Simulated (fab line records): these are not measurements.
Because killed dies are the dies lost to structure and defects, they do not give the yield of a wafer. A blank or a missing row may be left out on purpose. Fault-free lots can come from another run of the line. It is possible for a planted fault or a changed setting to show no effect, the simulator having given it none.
Matching of chambers    flow nand-harc    rie-diel-12 running NHARC_P_GATE_ETCHBACK_37: 4 sister chambers
The step etches the open film in CHF3/O2, target depth 34.5 nm, time 17.2 s. 14 wafers are shown with their chamber, then 7 later ones without.

## WAFERS PAIRED WITH THEIR CHAMBERS
wafer   chamber  showerhead-plenum-p-Torr (Torr)  drypump-motor-current-A (A)  rf-vpp-V (V)
L424.2  0        2.53                             5.5                          374.5
L424.5  0        2.53                             5.5                          375.0
L424.6  3        2.33                             5.4                          369.2
L425.3  3        2.33                             5.4                          369.0
L425.4  1        2.40                             5.8                          370.2
L425.5  0        2.53                             5.5                          374.7
L426.1  3        2.33                             5.5                          368.5
L426.2  1        2.40                             5.8                          370.3
L426.5  2        2.33                             5.9                          369.6
L430.3  0        2.53                             5.5                          372.9
L430.4  1        2.40                             5.8                          370.1
L430.5  2        2.33                             5.9                          370.8
L445.2  3        2.32                             5.4                          367.2
L445.3  1        2.39                             5.8                          369.9

SIGNATURES (averages over the wafers above)
reading                   chamber 0  chamber 1  chamber 2  chamber 3  scatter within a chamber
showerhead-plenum-p-Torr  2.5300     2.3975     2.3300     2.3275     0.00387
drypump-motor-current-A   5.500      5.800      5.900      5.425      0.0274
rf-vpp-V                  374.275    370.125    370.200    368.475    0.767
Rule: for each reading, subtract the chamber's mean from the wafer's reading, divide by that reading's scatter and square the result; add these up over the readings and take the root, which gives the wafer's distance from the chamber. If the next closest chamber is less than 2 further off than the closest, the wafer can't be placed; otherwise it belongs to the closest. The scatter: the root of (the sum of the squares of (reading less its chamber's mean) over the shown wafers, divided by (wafers less chambers)).

## WAFERS MISSING THEIR CHAMBER
wafer   showerhead-plenum-p-Torr (Torr)  drypump-motor-current-A (A)  rf-vpp-V (V)
L445.6  2.32                             5.9                          368.5
L446.2  2.52                             5.5                          371.7
L446.3  2.32                             5.5                          369.8
L446.4  2.32                             5.9                          366.7
L447.1  2.52                             5.6                          373.1
L447.2  2.32                             5.8                          368.7
L447.4  2.32                             5.5                          368.3

## EACH ONE'S CHAMBER
wafer   from the rows above  in truth
L445.6  2                    2
L446.2  0                    0
L446.3  3                    3
L446.4  2                    2
L447.1  0                    0
L447.2  2                    2
L447.4  3                    3
Correctly placed: 7 of 7. Not placeable from these rows: 0. Wrongly placed: 0.
